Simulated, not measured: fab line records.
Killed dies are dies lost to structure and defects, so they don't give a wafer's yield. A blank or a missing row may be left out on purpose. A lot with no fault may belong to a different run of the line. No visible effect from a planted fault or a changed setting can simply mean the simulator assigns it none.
fab line records | flow n5-finfet
record: lots: 7 | wafers: 21
route steps=1938 shown SDB@361 HKMG_FIN@423 MOL_CONTACT_COAG@523
start-h: the number of hours between the record's first day and the start of the first shown wafer of the lot | wait-h: hours since the lot's step before | " unchanged from the row above | L1.1+2: a single row standing in for several wafers | - no value, or no start given | * or withheld: withheld | < > ~ a bound
route shown NAME@n: a module of which the file shows steps, and the number in the route of the first | usual: mean and standard deviation over wafers with no fault | same: alike in all rows | chamber/n: place in a boat | sites: the reading at each site | _std_site: standard deviation of those values | _edge_site: mean of outer sites minus mean of inner sites | radius-mm: how far each site lies from the wafer's centre | mask NAME#n: copy n | behind: the most recent tool/chamber to have shaped the wafer | hold: the reason the lot was held/the length of the hold in hours/how it ended | device: the n, p or np transistor that did not switch | end of line: the tests these same wafers got at the end of their route | step lacking rows: just its recipe | killed: at the first sort, the dies lost to defects and structure; wafer yield is something else | map: per-die view of a wafer (x killed, . not killed, _ where there is no die)
set.NAME: the setting as run; set.NAME@STEP: as run at that earlier step | model.NAME: the simulator's own value behind a step, which no gauge read
lots run with intentionally changed settings; tables by step, rows by wafer
== steps ==
step: N5_SDB_ETCH_18
recipe: chemistry: N2/H2 | target: SOC | target-depth-a: 1000 | overetch-a: 200 | mask-material: SiARC | temp-c: 40 | time-s: 150 | ion-energy-ev: 200 | pressure-mtorr: 30 | source-w: 840 | bias-w: 150 | n2-flow-sccm: 200 | h2-flow-sccm: 200
lot.wafer  | tool        | chamber | start-h | wait-h | set.time-s | model.SiARC_of_SDB_COAT_04.thk-nm
L075.2     | rie-diel-01 | 2       | 79.80   | 0.0    | 150        | 12.8
L075.3+6   | "           | 3       | "       | "      | 150        | 12.6
L077.1+2+5 | rie-diel-02 | 3,2,1   | 90.30   | 0.0    | 150        | 12.8
L078.4     | rie-diel-02 | 2       | 95.08   | 0.0    | 150        | 12.6
L078.5     | "           | 2       | "       | "      | 163.2      | 12.2
L078.6     | "           | 3       | "       | "      | 150        | 12.8
L081.1+3   | rie-diel-03 | 3,0     | 111.32  | 0.0    | 150        | 13
L081.5     | "           | 3       | "       | "      | 161.6      | 12.6
L082.1+5   | rie-diel-01 | 0,1     | 118.29  | 0.0    | 170.1      | 12.2
L082.2     | "           | 2       | "       | "      | 150        | 13
L090.2     | rie-diel-01 | 0       | 162.72  | 0.0    | 150        | 12.8
L090.4     | "           | 2       | "       | "      | 150        | 13
L090.6     | "           | 3       | "       | "      | 150        | 12.6
L093.4     | rie-diel-03 | 3       | 178.95  | 0.1    | 129.6      | 13.8
L093.5     | "           | 0       | "       | "      | 129.6      | 13.6
L093.6     | "           | 2       | "       | "      | 150        | 12.8
step: N5_HKMG_FIN_COAT_30
recipe: resist: SiARC | temp-c: 220 | time-s: 60 | spin-rpm: 1500 | resist-thk-nm: 35
lot.wafer | tool           | chamber | start-h | wait-h | set.spin-rpm | model.SiARC_of_HKMG_FIN_COAT_30.thk-nm
L075.2    | litho-track-03 | 0       | -       | -      | 1405         | 36.2
L075.3+6  | "              | 0       | "       | "      | 1500         | 35
L077.1    | litho-track-02 | 0       | -       | -      | 1500         | 35
L077.2+5  | "              | 0       | "       | "      | 1500         | 35.2
L078.4    | litho-track-03 | 0       | -       | -      | 1382         | 36.6
L078.5    | "              | 0       | "       | "      | 1500         | 35
L078.6    | "              | 0       | "       | "      | 1382         | 36.4
L081.1+5  | litho-track-04 | 0       | -       | -      | 1500         | 35.2
L081.3    | "              | 0       | "       | "      | 1500         | 35
L082.1+2  | litho-track-02 | 0       | -       | -      | 1500         | 35
L082.5    | "              | 0       | "       | "      | 1331         | 37.2
L090.2+4  | litho-track-03 | 0       | -       | -      | 1393         | 36.6
L090.6    | "              | 0       | "       | "      | 1500         | 35.2
L093.4+5  | litho-track-03 | 0       | -       | -      | 1500         | 35.2
L093.6    | "              | 0       | "       | "      | 1368         | 36.8
step: N5_HKMG_FIN_EXPOSE_09
recipe: mask-id: NWFM | na: 1.35 | source-shape: conventional | sigma-outer: 0.8 | polarization: unpolarized | dose-mj: 39.25
lot.wafer  | tool            | chamber | start-h | wait-h | mask   | set.dose-mj
L075.2+3   | arfi-scanner-02 | 0       | 88.69   | -      | NWFM#0 | 39.25
L075.6     | "               | 0       | "       | "      | NWFM#0 | 38.18
L077.1+2+5 | arfi-scanner-01 | 0       | 99.87   | -      | NWFM#0 | 39.25
L078.4+6   | arfi-scanner-03 | 0       | 104.94  | -      | NWFM#0 | 39.25
L078.5     | "               | 0       | "       | "      | NWFM#0 | 41.79
L081.1     | arfi-scanner-03 | 0       | 119.99  | -      | NWFM#0 | 41.9
L081.3+5   | "               | 0       | "       | "      | NWFM#0 | 39.25
L082.1+5   | arfi-scanner-01 | 0       | 128.06  | -      | NWFM#0 | 39.25
L082.2     | "               | 0       | "       | "      | NWFM#0 | 37.77
L090.2+4+6 | arfi-scanner-02 | 0       | 172.92  | -      | NWFM#0 | 39.25
L093.4+5+6 | arfi-scanner-02 | 0       | 188.50  | -      | NWFM#0 | 39.25
step: N5_HKMG_FIN_PEB_10
recipe: peb-temp-c: withheld | peb-time-s: 60 | resist: CAR-ArF
step: N5_HKMG_FIN_DEVELOP_11
recipe: develop-time-s: 30 | developer: TMAH | resist: CAR-ArF | dev-temp-c: 23 | rinse-liquid: diw | dry: air-spin
step: N5_HKMG_FIN_CD_MEAS_12
recipe: target-cd-nm: 92.8 | landing-energy-ev: 500 | detector: se-inlens
usual: cd-nm: 92.8/0.56
lot.wafer | tool      | chamber | start-h | wait-h | set.dose-mj@HKMG_FIN_EXPOSE_09 | cd-nm
L075.2    | cd-sem-03 | 0       | 88.81   | -      | 39.25                          | 93.6
L075.3    | "         | 0       | "       | "      | 39.25                          | 94.0
L075.6    | "         | 0       | "       | "      | 38.18                          | 90.8
L077.1    | cd-sem-02 | 0       | 99.99   | -      | 39.25                          | 92.5
L077.2    | "         | 0       | "       | "      | 39.25                          | 93.0
L077.5    | "         | 0       | "       | "      | 39.25                          | 93.7
L078.4    | cd-sem-03 | 0       | 105.05  | -      | 39.25                          | 93.4
L078.5    | "         | 0       | "       | "      | 41.79                          | 96.6
L078.6    | "         | 0       | "       | "      | 39.25                          | 93.0
L081.1    | cd-sem-02 | 0       | 120.11  | -      | 41.9                           | 96.8
L081.3    | "         | 0       | "       | "      | 39.25                          | 93.5
L081.5    | "         | 0       | "       | "      | 39.25                          | 93.3
L082.1    | cd-sem-02 | 0       | 128.19  | -      | 39.25                          | 93.4
L082.2    | "         | 0       | "       | "      | 37.77                          | 90.6
L082.5    | "         | 0       | "       | "      | 39.25                          | 93.1
L090.2    | cd-sem-01 | 0       | 173.04  | -      | 39.25                          | 93.0
L090.4    | "         | 0       | "       | "      | 39.25                          | 93.0
L090.6    | "         | 0       | "       | "      | 39.25                          | 93.3
L093.4    | cd-sem-02 | 0       | 188.62  | -      | 39.25                          | 92.8
L093.5    | "         | 0       | "       | "      | 39.25                          | 92.8
L093.6    | "         | 0       | "       | "      | 39.25                          | 93.5
step: N5_HKMG_FIN_DESCUM_17
recipe: chemistry: O2 | time-s: 7.9 | source-power-w: 50 | bias-power-w: 20 | pressure-mtorr: 20 | rf-frequency-hz: 2.712e+07 | temp-c: 40 | resist: CAR-ArF | o2-flow-sccm: 225
step: N5_HKMG_FIN_ETCH_31
recipe: chemistry: CF4 | target: SiARC | target-depth-a: 455 | mask-material: CAR-ArF | time-s: 75.8 | ion-energy-ev: 80 | pressure-mtorr: 40 | source-w: 545 | bias-w: 36 | Ar_flow_sccm: 100 | cf4-flow-sccm: 100 | ends: cleared
lot.wafer | tool        | chamber | start-h | wait-h | set.spin-rpm@HKMG_FIN_COAT_30 | model.etch.depth-nm | model.CAR-ArF_of_HKMG_FIN_COAT_06.thk-nm
L075.2    | rie-diel-01 | 2       | 88.94   | 0.0    | 1405                          | 36.22               | 49.4
L075.3    | "           | 3       | "       | "      | 1500                          | 35.07               | 50.4
L075.6    | "           | 1       | "       | "      | 1500                          | 35.01               | 50.4
L077.1    | rie-diel-03 | 2       | 100.11  | 0.0    | 1500                          | 35                  | 51.2
L077.2    | "           | 0       | "       | "      | 1500                          | 35.19               | 51
L077.5    | "           | 3       | "       | "      | 1500                          | 35.14               | 51.2
L078.4    | rie-diel-01 | 2       | 105.26  | 0.0    | 1382                          | 36.5                | 49.4
L078.5    | "           | 2       | "       | "      | 1500                          | 35.03               | 50.6
L078.6    | "           | 3       | "       | "      | 1382                          | 36.39               | 49.8
L081.1    | rie-diel-03 | 0       | 120.24  | 0.0    | 1500                          | 35.14               | 50.8
L081.3    | "           | 1       | "       | "      | 1500                          | 35.1                | 51
L081.5    | "           | 3       | "       | "      | 1500                          | 35.27               | 50.8
L082.1    | rie-diel-03 | 3       | 128.31  | 0.0    | 1500                          | 35.06               | 50.8
L082.2    | "           | 1       | "       | "      | 1500                          | 35.05               | 50.6
L082.5    | "           | 3       | "       | "      | 1331                          | 37.26               | 48.6
L090.2    | rie-diel-03 | 2       | 173.16  | 0.0    | 1393                          | 36.59               | 49.6
L090.4    | "           | 0       | "       | "      | 1393                          | 36.5                | 49.8
L090.6    | "           | 1       | "       | "      | 1500                          | 35.19               | 50.8
L093.4    | rie-diel-03 | 0       | 188.76  | 0.0    | 1500                          | 35.19               | 51
L093.5    | "           | 2       | "       | "      | 1500                          | 35.15               | 51
L093.6    | "           | 3       | "       | "      | 1368                          | 36.86               | 49.2
step: N5_HKMG_FIN_ETCH_32
recipe: chemistry: N2/H2 | target: SOC | target-depth-a: 2400 | temp-c: 40 | time-s: 300 | ion-energy-ev: 200 | mask-material: SiARC | pressure-mtorr: 30 | source-w: 840 | bias-w: 150 | n2-flow-sccm: 200 | h2-flow-sccm: 200
lot.wafer | tool        | chamber | start-h | wait-h | set.spin-rpm@HKMG_FIN_COAT_30 | model.SiARC_of_HKMG_FIN_COAT_30.thk-nm
L075.2    | rie-diel-01 | 2       | 88.99   | 0.0    | 1405                          | 22.6
L075.3    | "           | 3       | "       | "      | 1500                          | 21
L075.6    | "           | 1       | "       | "      | 1500                          | 21.6
L077.1    | rie-diel-03 | 2       | 100.17  | 0.0    | 1500                          | 21.2
L077.2+5  | "           | 0,3     | "       | "      | 1500                          | 21.8
L078.4    | rie-diel-01 | 2       | 105.31  | 0.0    | 1382                          | 22.6
L078.5    | "           | 2       | "       | "      | 1500                          | 21.2
L078.6    | "           | 3       | "       | "      | 1382                          | 22.2
L081.1    | rie-diel-03 | 0       | 120.29  | 0.0    | 1500                          | 21.6
L081.3    | "           | 1       | "       | "      | 1500                          | 21.4
L081.5    | "           | 3       | "       | "      | 1500                          | 21.8
L082.1    | rie-diel-03 | 3       | 128.37  | 0.0    | 1500                          | 21.8
L082.2    | "           | 1       | "       | "      | 1500                          | 21.4
L082.5    | "           | 3       | "       | "      | 1331                          | 23.8
L090.2    | rie-diel-03 | 2       | 173.21  | 0.0    | 1393                          | 23
L090.4    | "           | 0       | "       | "      | 1393                          | 22.8
L090.6    | "           | 1       | "       | "      | 1500                          | 21.8
L093.4+5  | rie-diel-03 | 0,2     | 188.88  | 0.1    | 1500                          | 21.4
L093.6    | "           | 3       | "       | "      | 1368                          | 23.6
step: N5_MOL_CONTACT_COAG_EXPOSE_05
recipe: mask-id: CA | na: 0.33 | source-shape: annular | sigma-inner: 0.4 | sigma-outer: 0.8 | polarization: unpolarized | defocus-nm: 0 | dose-mj: 38.25
lot.wafer  | tool           | chamber | start-h | wait-h | mask | set.dose-mj
L075.2+6   | euv-scanner-01 | 0       | 102.93  | -      | CA#0 | 40.33
L075.3     | "              | 0       | "       | "      | CA#0 | 38.25
L077.1+2+5 | euv-scanner-01 | 0       | 112.69  | -      | CA#0 | 38.25
L078.4+6   | euv-scanner-02 | 0       | 118.47  | -      | CA#0 | 38.25
L078.5     | "              | 0       | "       | "      | CA#0 | 41.1
L081.1+3+5 | euv-scanner-01 | 0       | 132.68  | -      | CA#0 | 38.25
L082.1     | euv-scanner-02 | 0       | 140.10  | -      | CA#0 | 39.77
L082.2+5   | "              | 0       | "       | "      | CA#0 | 38.25
L090.2+4+6 | euv-scanner-01 | 0       | 187.35  | -      | CA#0 | 38.25
L093.4+6   | euv-scanner-01 | 0       | 200.63  | -      | CA#0 | 38.25
L093.5     | "              | 0       | "       | "      | CA#0 | 37.32
step: N5_MOL_CONTACT_COAG_PEB_06
recipe: peb-temp-c: 100 | peb-time-s: 60 | resist: CAR-EUV
step: N5_MOL_CONTACT_COAG_DEVELOP_07
recipe: develop-time-s: 30 | developer: TMAH | resist: CAR-EUV | rinse-liquid: surfactant-rinse | dry: air-spin | dev-temp-c: 23
step: N5_MOL_CONTACT_COAG_CD_MEAS_08
recipe: target-cd-nm: 28 | landing-energy-ev: 500 | detector: se-inlens | polarity: opening
usual: cd-nm: 27.99/0.23
lot.wafer | tool      | chamber | start-h | wait-h | set.dose-mj@MOL_CONTACT_COAG_EXPOSE_05 | cd-nm
L075.2    | cd-sem-03 | 0       | 103.05  | -      | 40.33                                  | 29.33
L075.3    | "         | 0       | "       | "      | 38.25                                  | 27.94
L075.6    | "         | 0       | "       | "      | 40.33                                  | 29.15
L077.1    | cd-sem-03 | 0       | 112.82  | -      | 38.25                                  | 28.01
L077.2    | "         | 0       | "       | "      | 38.25                                  | 27.96
L077.5    | "         | 0       | "       | "      | 38.25                                  | 27.95
L078.4    | cd-sem-03 | 0       | 118.58  | -      | 38.25                                  | 27.74
L078.5    | "         | 0       | "       | "      | 41.1                                   | 29.50
L078.6    | "         | 0       | "       | "      | 38.25                                  | 27.81
L081.1    | cd-sem-03 | 0       | 132.81  | -      | 38.25                                  | 28.31
L081.3    | "         | 0       | "       | "      | 38.25                                  | 27.92
L081.5    | "         | 0       | "       | "      | 38.25                                  | 28.04
L082.1    | cd-sem-01 | 0       | 140.23  | -      | 39.77                                  | 28.44
L082.2    | "         | 0       | "       | "      | 38.25                                  | 28.08
L082.5    | "         | 0       | "       | "      | 38.25                                  | 28.29
L090.2    | cd-sem-02 | 0       | 187.48  | -      | 38.25                                  | 27.58
L090.4    | "         | 0       | "       | "      | 38.25                                  | 27.85
L090.6    | "         | 0       | "       | "      | 38.25                                  | 28.30
L093.4    | cd-sem-01 | 0       | 200.74  | -      | 38.25                                  | 27.76
L093.5    | "         | 0       | "       | "      | 37.32                                  | 27.63
L093.6    | "         | 0       | "       | "      | 38.25                                  | 28.13
step: N5_MOL_CONTACT_COAG_DESCUM_13
recipe: chemistry: O2 | time-s: 7 | source-power-w: 50 | bias-power-w: 20 | pressure-mtorr: 20 | rf-frequency-hz: 2.712e+07 | temp-c: 40 | resist: CAR-EUV | o2-flow-sccm: 225
step: N5_MOL_CONTACT_COAG_ETCH_59
recipe: chemistry: N2/H2 | target: underlayer | target-depth-a: 130 | mask-material: CAR-EUV | time-s: 10.4 | ion-energy-ev: 200 | pressure-mtorr: 30 | source-w: 840 | bias-w: 150 | n2-flow-sccm: 200 | h2-flow-sccm: 200 | ends: cleared
lot.wafer  | tool        | chamber | start-h | wait-h | set.dose-mj@MOL_CONTACT_COAG_EXPOSE_05 | model.MOL_CONTACT_COAG.cd-offset-nm
L075.2+6   | rie-diel-01 | 1       | 103.24  | 0.0    | 40.33                                  | 1
L075.3     | "           | 0       | "       | "      | 38.25                                  | -0.2
L077.1     | rie-diel-02 | 3       | 113.00  | 0.0    | 38.25                                  | 0
L077.2     | "           | 0       | "       | "      | 38.25                                  | -0.2
L077.5     | "           | 2       | "       | "      | 38.25                                  | 0.2
L078.4+6   | rie-diel-03 | 2,0     | 119.06  | 0.0    | 38.25                                  | -0.2
L078.5     | "           | 3       | "       | "      | 41.1                                   | 1.2
L081.1+3+5 | rie-diel-03 | 1,3,1   | 132.97  | 0.0    | 38.25                                  | 0
L082.1     | rie-diel-01 | 3       | 140.39  | 0.0    | 39.77                                  | 0.8
L082.2+5   | "           | 1,0     | "       | "      | 38.25                                  | -0.2
L090.2     | rie-diel-01 | 2       | 187.63  | 0.0    | 38.25                                  | 0
L090.4+6   | "           | 1,2     | "       | "      | 38.25                                  | 0.2
L093.4     | rie-diel-02 | 3       | 201.63  | 0.0    | 38.25                                  | 0.2
L093.5     | "           | 3       | "       | "      | 37.32                                  | -0.4
L093.6     | "           | 0       | "       | "      | 38.25                                  | 0
step: N5_MOL_CONTACT_COAG_ETCH_105
recipe: chemistry: CF4 | target: SiARC | target-depth-a: 156 | mask-material: CAR-EUV | time-s: 26 | ion-energy-ev: 80 | pressure-mtorr: 40 | source-w: 545 | bias-w: 36 | Ar_flow_sccm: 100 | cf4-flow-sccm: 100 | ends: cleared
usual: rf-vpp-V: 184.6/1.2
lot.wafer | tool        | chamber | start-h | wait-h | set.bias-w | rf-vpp-V
L075.2    | rie-diel-01 | 1       | 103.26  | 0.0    | 36         | 182.9
L075.3    | "           | 0       | "       | "      | 36         | 185.1
L075.6    | "           | 1       | "       | "      | 41.46      | 200.0
L077.1    | rie-diel-02 | 3       | 113.02  | 0.0    | 36         | 184.3
L077.2    | "           | 0       | "       | "      | 36         | 186.6
L077.5    | "           | 2       | "       | "      | 36         | 184.8
L078.4    | rie-diel-03 | 2       | 119.08  | 0.0    | 36         | 185.4
L078.5    | "           | 3       | "       | "      | 36         | 186.0
L078.6    | "           | 0       | "       | "      | 40.4       | 198.0
L081.1    | rie-diel-03 | 1       | 132.99  | 0.0    | 36         | 182.5
L081.3    | "           | 3       | "       | "      | 36         | 184.6
L081.5    | "           | 1       | "       | "      | 32.22      | 169.0
L082.1    | rie-diel-01 | 3       | 140.41  | 0.0    | 36         | 186.1
L082.2    | "           | 1       | "       | "      | 36         | 185.2
L082.5    | "           | 0       | "       | "      | 36         | 184.7
L090.2    | rie-diel-01 | 2       | 187.65  | 0.0    | 36         | 186.3
L090.4    | "           | 1       | "       | "      | 29.84      | 164.3
L090.6    | "           | 2       | "       | "      | 36         | 185.0
L093.4    | rie-diel-02 | 3       | 201.65  | 0.0    | 36         | 181.8
L093.5    | "           | 3       | "       | "      | 36         | 183.4
L093.6    | "           | 0       | "       | "      | 36         | 185.8
step: N5_MOL_CONTACT_COAG_ETCH_106
recipe: chemistry: N2/H2 | target: SOC | target-depth-a: 800 | overetch-a: 160 | mask-material: SiARC | temp-c: 40 | time-s: 120 | ion-energy-ev: 200 | pressure-mtorr: 30 | source-w: 840 | bias-w: 150 | n2-flow-sccm: 200 | h2-flow-sccm: 200
lot.wafer  | tool        | chamber | start-h | wait-h | set.dose-mj@MOL_CONTACT_COAG_EXPOSE_05 | model.MOL_CONTACT_COAG.cd-offset-nm
L075.2+6   | rie-diel-01 | 1       | 103.29  | 0.0    | 40.33                                  | 1
L075.3     | "           | 0       | "       | "      | 38.25                                  | -0.2
L077.1     | rie-diel-02 | 3       | 113.04  | 0.0    | 38.25                                  | 0
L077.2     | "           | 0       | "       | "      | 38.25                                  | -0.4
L077.5     | "           | 2       | "       | "      | 38.25                                  | 0.2
L078.4     | rie-diel-03 | 2       | 119.10  | 0.0    | 38.25                                  | 0
L078.5     | "           | 3       | "       | "      | 41.1                                   | 1.2
L078.6     | "           | 0       | "       | "      | 38.25                                  | -0.2
L081.1+3+5 | rie-diel-03 | 1,3,1   | 133.02  | 0.0    | 38.25                                  | 0.2
L082.1     | rie-diel-01 | 3       | 140.44  | 0.0    | 39.77                                  | 0.6
L082.2     | "           | 1       | "       | "      | 38.25                                  | 0
L082.5     | "           | 0       | "       | "      | 38.25                                  | -0.2
L090.2     | rie-diel-01 | 2       | 187.68  | 0.0    | 38.25                                  | -0.2
L090.4     | "           | 1       | "       | "      | 38.25                                  | 0.2
L090.6     | "           | 2       | "       | "      | 38.25                                  | 0
L093.4     | rie-diel-02 | 3       | 201.67  | 0.0    | 38.25                                  | 0.2
L093.5     | "           | 3       | "       | "      | 37.32                                  | -0.4
L093.6     | "           | 0       | "       | "      | 38.25                                  | -0.2
step: N5_MOL_CONTACT_COAG_STRIP_107
recipe: chemistry: N2/H2 | temp-c: 40 | n2-flow-sccm: 200 | h2-flow-sccm: 200 | rf-frequency-hz: 6e+07
step: N5_MOL_CONTACT_COAG_STRIP_108
recipe: chemistry: N2/H2 | temp-c: 40 | n2-flow-sccm: 200 | h2-flow-sccm: 200 | rf-frequency-hz: 6e+07
step: N5_MOL_CONTACT_COAG_CONTACT_ETCH_14
recipe: chemistry: C4F6/O2 | target: SiO2 | target-depth-a: 275 | overetch-a: 85 | mask-material: SOC | pressure-mtorr: 30 | source-w: 370 | bias-w: 185 | Ar_flow_sccm: 300 | C4F6_flow_sccm: 16 | O2_flow_sccm: 10 | time-s: 20 | ion-energy-ev: 259.6
step: N5_MOL_CONTACT_COAG_STRIP_109
recipe: chemistry: C4F6/O2 | resist: SiARC | rf-frequency-hz: 6e+07
step: N5_MOL_CONTACT_COAG_ETCH_15
recipe: chemistry: CH3F/O2 | target: SiNx | target-depth-a: 70 | mask-material: SOC | stop-on: Si:P | over-etch-frac: 0.75 | ion-energy-ev: 120 | pressure-mtorr: 30 | source-w: 395 | bias-w: 73 | Ar_flow_sccm: 150 | CH3F_flow_sccm: 30 | O2_flow_sccm: 20
lot.wafer  | tool        | chamber | start-h | wait-h | set.dose-mj@MOL_CONTACT_COAG_EXPOSE_05 | model.MOL_CONTACT_COAG.cd-offset-nm
L075.2     | rie-diel-01 | 1       | 103.43  | 0.0    | 40.33                                  | 1.2
L075.3     | "           | 0       | "       | "      | 38.25                                  | -0.2
L075.6     | "           | 1       | "       | "      | 40.33                                  | 1
L077.1+2   | rie-diel-02 | 3,0     | 113.18  | 0.0    | 38.25                                  | -0.4
L077.5     | "           | 2       | "       | "      | 38.25                                  | 0.2
L078.4     | rie-diel-03 | 2       | 119.24  | 0.0    | 38.25                                  | 0
L078.5     | "           | 3       | "       | "      | 41.1                                   | 1.2
L078.6     | "           | 0       | "       | "      | 38.25                                  | -0.2
L081.1+3+5 | rie-diel-03 | 1,3,1   | 133.15  | 0.0    | 38.25                                  | 0.2
L082.1     | rie-diel-01 | 3       | 140.57  | 0.0    | 39.77                                  | 0.6
L082.2     | "           | 1       | "       | "      | 38.25                                  | 0
L082.5     | "           | 0       | "       | "      | 38.25                                  | -0.4
L090.2     | rie-diel-01 | 2       | 187.82  | 0.0    | 38.25                                  | -0.2
L090.4     | "           | 1       | "       | "      | 38.25                                  | 0.2
L090.6     | "           | 2       | "       | "      | 38.25                                  | 0
L093.4     | rie-diel-02 | 3       | 201.81  | 0.0    | 38.25                                  | 0.2
L093.5     | "           | 3       | "       | "      | 37.32                                  | -0.4
L093.6     | "           | 0       | "       | "      | 38.25                                  | -0.2
step: N5_MOL_CONTACT_COAG_ETCH_110
recipe: chemistry: CF4/O2 | target: Si | target-depth-a: 25 | time-s: 8 | pressure-mtorr: 100 | source-w: 200 | bias-w: 12 | ion-energy-ev: 60 | Ar_flow_sccm: 100 | cf4-flow-sccm: 100 | O2_flow_sccm: 10
usual: rf-vpp-V: 127.3/1.8
lot.wafer | tool        | chamber | start-h | wait-h | set.source-w | rf-vpp-V | model.etch.depth-nm
L075.2    | rie-diel-01 | 1       | 103.49  | 0.0    | 200          | 125.5    | 2.468
L075.3    | "           | 0       | "       | "      | 200          | 124.7    | 2.49
L075.6    | "           | 1       | "       | "      | 222.6        | 116.9    | 2.702
L077.1    | rie-diel-02 | 3       | 113.24  | 0.0    | 200          | 125.8    | 2.504
L077.2    | "           | 0       | "       | "      | 200          | 128.9    | 2.506
L077.5    | "           | 2       | "       | "      | 200          | 126.2    | 2.542
L078.4    | rie-diel-03 | 2       | 119.30  | 0.0    | 220          | 118.2    | 2.75
L078.5    | "           | 3       | "       | "      | 200          | 127.0    | 2.417
L078.6    | "           | 0       | "       | "      | 200          | 125.9    | 2.454
L081.1    | rie-diel-03 | 1       | 133.21  | 0.0    | 232          | 114.9    | 2.806
L081.3    | "           | 3       | "       | "      | 200          | 129.8    | 2.404
L081.5    | "           | 1       | "       | "      | 232          | 114.8    | 2.788
L082.1    | rie-diel-01 | 3       | 140.63  | 0.0    | 200          | 129.9    | 2.482
L082.2    | "           | 1       | "       | "      | 200          | 126.6    | 2.517
L082.5    | "           | 0       | "       | "      | 200          | 126.2    | 2.459
L090.2    | rie-diel-01 | 2       | 187.88  | 0.0    | 200          | 128.7    | 2.468
L090.4    | "           | 1       | "       | "      | 200          | 127.1    | 2.543
L090.6    | "           | 2       | "       | "      | 226.1        | 118.5    | 2.73
L093.4    | rie-diel-02 | 3       | 201.87  | 0.0    | 200          | 127.0    | 2.487
L093.5    | "           | 3       | "       | "      | 224.9        | 119.3    | 2.76
L093.6    | "           | 0       | "       | "      | 224.9        | 120.3    | 2.813
step: N5_MOL_CONTACT_COAG_STRIP_98
recipe: chemistry: N2/H2 | power-w: 500 | temp-c: 40 | pressure-mtorr: 50 | rf-frequency-hz: 6e+07 | overash-fraction: 0.3 | bias-power-w: 8 | h2-frac: 0.5 | n2-flow-sccm: 300 | h2-flow-sccm: 300
step: N5_MOL_CONTACT_COAG_CD_MEAS_99
recipe: target-cd-nm: 17.2 | polarity: opening
usual: cd-nm: 17.1/0.31
lot.wafer | tool      | chamber | start-h | wait-h | set.dose-mj@MOL_CONTACT_COAG_EXPOSE_05 | cd-nm
L075.2    | cd-sem-01 | -       | 103.61  | -      | 40.33                                  | 18.3
L075.3    | "         | -       | "       | "      | 38.25                                  | 16.8
L075.6    | "         | -       | "       | "      | 40.33                                  | 19.0
L077.1    | cd-sem-02 | -       | 113.36  | -      | 38.25                                  | 16.9
L077.2    | "         | -       | "       | "      | 38.25                                  | 16.9
L077.5    | "         | -       | "       | "      | 38.25                                  | 17.4
L078.4    | cd-sem-02 | -       | 119.42  | -      | 38.25                                  | 17.0
L078.5    | "         | -       | "       | "      | 41.1                                   | 18.5
L078.6    | "         | -       | "       | "      | 38.25                                  | 16.9
L081.1    | cd-sem-01 | -       | 133.33  | -      | 38.25                                  | 17.7
L081.3    | "         | -       | "       | "      | 38.25                                  | 17.0
L081.5    | "         | -       | "       | "      | 38.25                                  | 17.6
L082.1    | cd-sem-01 | -       | 140.75  | -      | 39.77                                  | 17.9
L082.2    | "         | -       | "       | "      | 38.25                                  | 17.2
L082.5    | "         | -       | "       | "      | 38.25                                  | 16.8
L090.2    | cd-sem-03 | -       | 188.00  | -      | 38.25                                  | 17.1
L090.4    | "         | -       | "       | "      | 38.25                                  | 17.1
L090.6    | "         | -       | "       | "      | 38.25                                  | 17.4
L093.4    | cd-sem-01 | -       | 201.99  | -      | 38.25                                  | 17.3
L093.5    | "         | -       | "       | "      | 37.32                                  | 17.1
L093.6    | "         | -       | "       | "      | 38.25                                  | 17.2
== key ==
split: step: N5_SDB_ETCH_18 | setting: time-s | stated: 150 | by: wafer
response: step: N5_SDB_ETCH_18 | reading: model.SiARC_of_SDB_COAT_04.thk-nm | change: -0.0607 | per: 1% | r: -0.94
split: step: N5_HKMG_FIN_COAT_30 | setting: spin-rpm | stated: 1500 | by: wafer
response: step: N5_HKMG_FIN_COAT_30 | reading: model.SiARC_of_HKMG_FIN_COAT_30.thk-nm | change: -0.191 | per: 1% | r: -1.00
response: step: N5_HKMG_FIN_ETCH_31 | reading: model.etch.depth-nm | change: -0.191 | per: 1% | r: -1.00
response: step: N5_HKMG_FIN_ETCH_31 | reading: model.CAR-ArF_of_HKMG_FIN_COAT_06.thk-nm | change: +0.172 | per: 1% | r: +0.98
response: step: N5_HKMG_FIN_ETCH_32 | reading: model.SiARC_of_HKMG_FIN_COAT_30.thk-nm | change: -0.195 | per: 1% | r: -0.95
split: step: N5_HKMG_FIN_EXPOSE_09 | setting: dose-mj | stated: 39.25 | by: wafer
response: step: N5_HKMG_FIN_CD_MEAS_12 | reading: cd-nm | change: +0.579 | per: 1% | r: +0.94
split: step: N5_MOL_CONTACT_COAG_EXPOSE_05 | setting: dose-mj | stated: 38.25 | by: wafer
response: step: N5_MOL_CONTACT_COAG_CD_MEAS_08 | reading: cd-nm | change: +0.203 | per: 1% | r: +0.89
response: step: N5_MOL_CONTACT_COAG_ETCH_59 | reading: model.MOL_CONTACT_COAG.cd-offset-nm | change: +0.207 | per: 1% | r: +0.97
response: step: N5_MOL_CONTACT_COAG_ETCH_106 | reading: model.MOL_CONTACT_COAG.cd-offset-nm | change: +0.187 | per: 1% | r: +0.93
response: step: N5_MOL_CONTACT_COAG_ETCH_15 | reading: model.MOL_CONTACT_COAG.cd-offset-nm | change: +0.196 | per: 1% | r: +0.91
response: step: N5_MOL_CONTACT_COAG_CD_MEAS_99 | reading: cd-nm | change: +0.242 | per: 1% | r: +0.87
split: step: N5_MOL_CONTACT_COAG_ETCH_105 | setting: bias-w | stated: 36 | by: wafer
response: step: N5_MOL_CONTACT_COAG_ETCH_105 | reading: rf-vpp-V | change: +1.16 | per: 1% | r: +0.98
split: step: N5_MOL_CONTACT_COAG_ETCH_110 | setting: source-w | stated: 200 | by: wafer
response: step: N5_MOL_CONTACT_COAG_ETCH_110 | reading: rf-vpp-V | change: -0.776 | per: 1% | r: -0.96
response: step: N5_MOL_CONTACT_COAG_ETCH_110 | reading: model.etch.depth-nm | change: +0.023 | per: 1% | r: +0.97
